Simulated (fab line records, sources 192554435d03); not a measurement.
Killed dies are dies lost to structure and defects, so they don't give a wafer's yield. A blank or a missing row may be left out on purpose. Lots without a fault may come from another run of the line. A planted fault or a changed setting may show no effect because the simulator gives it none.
Which tool did it? | flow n5_finfet | 7 lots, 21 wafers sampled, at 4 steps of a route of 1938

WHAT THE GAUGES READ, wafer by wafer
N5_BEOL_M8_CD_MEAS_18: pitch 80 nm, target cd 40 nm.
lot  | measured     | on        | cd_nm (nm)
L941 | day 11 16:58 | cd_sem-01 | 40.9 40.2 40.9
L943 | day 12 18:20 | cd_sem-03 | 40.8 40.4 40.1
L947 | day 15 13:59 | cd_sem-01 | - - -
L949 | day 15 22:26 | cd_sem-03 | - - -
L952 | day 17 07:10 | cd_sem-02 | 39.6 39.8 40.0
L961 | day 17 22:32 | cd_sem-02 | 39.9 40.1 40.0
L958 | day 18 21:10 | cd_sem-03 | 39.8 40.3 40.0

WHICH TOOL RAN EACH LOT (tool, then ch and the chambers of the sampled wafers, then the start)
lot  | N5_BEOL_M7_CMP_52             | N5_BEOL_M8_HM_OPEN_17             | N5_BEOL_M8_STRIP_19
L941 | cmp-02 ch 1,2,3, day 11 13:30 | rie_metal-02 ch 0,1, day 11 16:47 | rie_diel-05 ch 0,2, day 11 16:53
L943 | cmp-03 ch 1,2,3, day 12 16:06 | rie_metal-01 ch 0,1, day 12 18:09 | rie_diel-04 ch 1,2,3, day 12 18:16
L947 | cmp-01 ch 0,1,2, day 15 09:59 | rie_metal-01 ch 0,1, day 15 13:48 | rie_diel-04 ch 0,1,3, day 15 13:55
L949 | cmp-03 ch 0,1,3, day 15 19:41 | rie_metal-01 ch 0, day 15 22:09   | rie_diel-04 ch 1,2,3, day 15 22:22
L952 | cmp-02 ch 1,2,3, day 17 04:02 | rie_metal-03 ch 0,1, day 17 06:52 | rie_diel-02 ch 0,2,3, day 17 07:06
L961 | cmp-02 ch 0,2,3, day 17 16:52 | rie_metal-03 ch 1, day 17 22:19   | rie_diel-04 ch 1,2,3, day 17 22:27
L958 | cmp-02 ch 2,3, day 18 17:46   | rie_metal-03 ch 0,1, day 18 20:59 | rie_diel-05 ch 0,3, day 18 21:06
- N5_BEOL_M7_CMP_52: polishes, stops on SiCOH lowk, t overpolish 6.9 s, target thk 80 nm.
- N5_BEOL_M8_HM_OPEN_17: chemistry Cl2/BCl3, target TiN, target depth 20 nm, overetch 6 nm.
- N5_BEOL_M8_STRIP_19: strips in O2.

THE ANSWER, worked out from the rows above alone
Rule: what is usual is taken from the lots themselves. Put in order of their means at a reading, lots are off if they are a third of the lots or fewer, leave a main group of 4 or more, and stand apart from it by a gap of 3 or more times the standard deviation of the main group's means; of several such gaps the widest counts. A main group whose means are all the same, to the digits that the tables above print for the reading, isn't used. A lot without any number at a reading at which 4 lots or more have one is off too. The other lots that the step has rows for count as sound.
Off: L947, L949, at N5_BEOL_M8_CD_MEAS_18 (cd_nm). Without a number there: L947, L949. The main group: mean 40.2 nm, standard deviation 0.32.
A tool fits if, at a process step before that reading, it ran every lot that is off, and no sound lot after the first of them. The gauges at N5_BEOL_M8_CD_MEAS_18 are tried like those tools. One fits: rie_metal-01 at N5_BEOL_M8_HM_OPEN_17. Its last sound lot is L943 (day 12 18:09), its first lot that is off L947 (day 15 13:48): a fault that began between those two fits.

WHAT THE SIMULATOR HAD PUT IN
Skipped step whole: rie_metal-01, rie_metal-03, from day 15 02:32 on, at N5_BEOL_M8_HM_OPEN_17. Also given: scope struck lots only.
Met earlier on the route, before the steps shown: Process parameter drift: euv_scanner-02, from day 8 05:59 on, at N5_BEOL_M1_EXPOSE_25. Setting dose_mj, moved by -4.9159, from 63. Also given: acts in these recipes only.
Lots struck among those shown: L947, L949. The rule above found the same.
